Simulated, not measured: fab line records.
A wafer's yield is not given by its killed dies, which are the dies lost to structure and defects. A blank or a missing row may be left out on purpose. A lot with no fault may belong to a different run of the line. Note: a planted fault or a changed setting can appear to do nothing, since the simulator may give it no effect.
Struck lot and sound lot, side by side :: flow nandHarc :: 15 out of 1159 route steps
Sound: the wafers L306.1, L306.3, L306.4. Struck: wafer L319.1 (left out: L319.2, L319.4 of the same lot, which were not struck); the cause appears at the end.
Per side, at each step with rows, come the tool, then ch with its chambers, and then its first start. Under that, the readings that differ: sound wafers :: struck wafers :: difference of the means :: sigmas: that difference in standard deviations of wafers without a fault.
alike: readings whose means differ by less than 2 such deviations, and words and numbers that are the same on both sides. not compared: withheld readings, readings that some wafer has no value for, bounds like >300 that may hide the same value, and numbers for which the record gives no deviation and whose values overlap.
The two part at a step that has a row with sigmas, a row that says differs or no value, or rows on one side only. Numbers that don't overlap but have no deviation are shown without sigmas and don't part them. A reading missing from all wafers of one side parts the sides only when that side holds two or more wafers.

first, 1 step without rows for these wafers: NHARC_A_CONTACT_ETCH_77 (etches the open film in CF4/CHF3, target depth 72.6 nm, time 36.3 s).
NHARC_A_CONTACT_ETCH_78: etches the open film in O2/COS, target depth 2800 nm, time 728 s.
  sound: rieDiel-11 ch 0,2,3; struck: rieDiel-05 ch 0
reading: rfHoursCounterH (h)
sound: 4 3 3
struck: 24
difference: +21
sigmas: 
  alike: drypumpMotorCurrentA, o2FlowSccm, oesProductAu, rfVppV, showerheadPlenumPTorr, throttleValvePct
NHARC_A_CONTACT_ETCH_124: etches the open film in C4F8/O2/Ar, time 140 s, target depth 700 nm.
  sound on harCapEtch-03 ch 0,1, day 17 01:54; struck on harCapEtch-03 ch 0, day 20 08:05
  not compared: rfHoursCounterH
then, 1 step without rows for these wafers: NHARC_A_CONTACT_ETCH_125 (etches the open film in C4F8/O2/Ar, time 155 s, target depth 956 nm).
NHARC_A_CONTACT_ETCH_126: etches the open film in C4F8/O2/Ar, time 155 s, target depth 956 nm.
  sound on harCapEtch-03 ch 0,1, day 17 02:14; struck on harCapEtch-03 ch 0, day 20 08:26
  not compared: rfHoursCounterH
then, 4 steps without rows for these wafers: NHARC_A_CONTACT_ETCH_127 (etches the open film in C4F8/O2/Ar, time 155 s, target depth 956 nm); NHARC_A_CONTACT_ETCH_128 (etches the open film in C4F8/O2/Ar, time 155 s, target depth 956 nm); NHARC_A_CONTACT_ETCH_129 (etches the open film in C4F8/O2/Ar, time 155 s, target depth 956 nm); NHARC_A_CONTACT_ETCH_130 (etches the open film in C4F8/O2/Ar, time 155 s, target depth 956 nm).
NHARC_A_CONTACT_ETCH_131: etches the open film in C4F8/O2/Ar, time 155 s, target depth 956 nm.
  sound on harCapEtch-03 ch 0,1, day 17 02:56; struck on harCapEtch-03 ch 0, day 20 09:08
  not compared: rfHoursCounterH
then, 1 step without rows for these wafers: NHARC_A_CONTACT_ETCH_132 (etches the open film in C4F8/O2/Ar, time 156 s, target depth 958 nm).
NHARC_A_CONTACT_ETCH_133: etches the open film in C4F8/O2/Ar, time 195 s, target depth 840 nm.
  sound on harCapEtch-03 ch 0,1, day 17 03:15; struck on harCapEtch-03 ch 0, day 20 09:25
  not compared: rfHoursCounterH
NHARC_A_CONTACT_ETCH_91: etches the open film in CH3F/O2, target depth 40 nm, time 85.7 s.
  sound on rieDiel-11 ch 0,1,3, day 17 03:46; struck on rieDiel-05 ch 0, day 20 09:59
reading: oesProductAu (a.u.)
sound: 0.933 0.940 0.944
struck: 0.731
difference: -0.208
sigmas: -7

reading: rfHoursCounterH (h)
sound: 5 5 4
struck: 25
difference: +20
sigmas: 
  alike: drypumpMotorCurrentA, o2FlowSccm, rfVppV, showerheadPlenumPTorr, throttleValvePct
then, 2 steps without rows for these wafers: NHARC_A_CONTACT_ETCH_97 (etches the open film in C4F6/O2, target depth 20 nm, time 10 s); NHARC_END_SORT_01.

== WHERE THEY PART ==
Within this record, at NHARC_A_CONTACT_ETCH_91 only.

WHY: the cause the simulator had injected
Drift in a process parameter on rieDiel-05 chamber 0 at NHARC_A_CONTACT_ETCH_91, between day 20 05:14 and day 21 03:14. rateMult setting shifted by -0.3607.
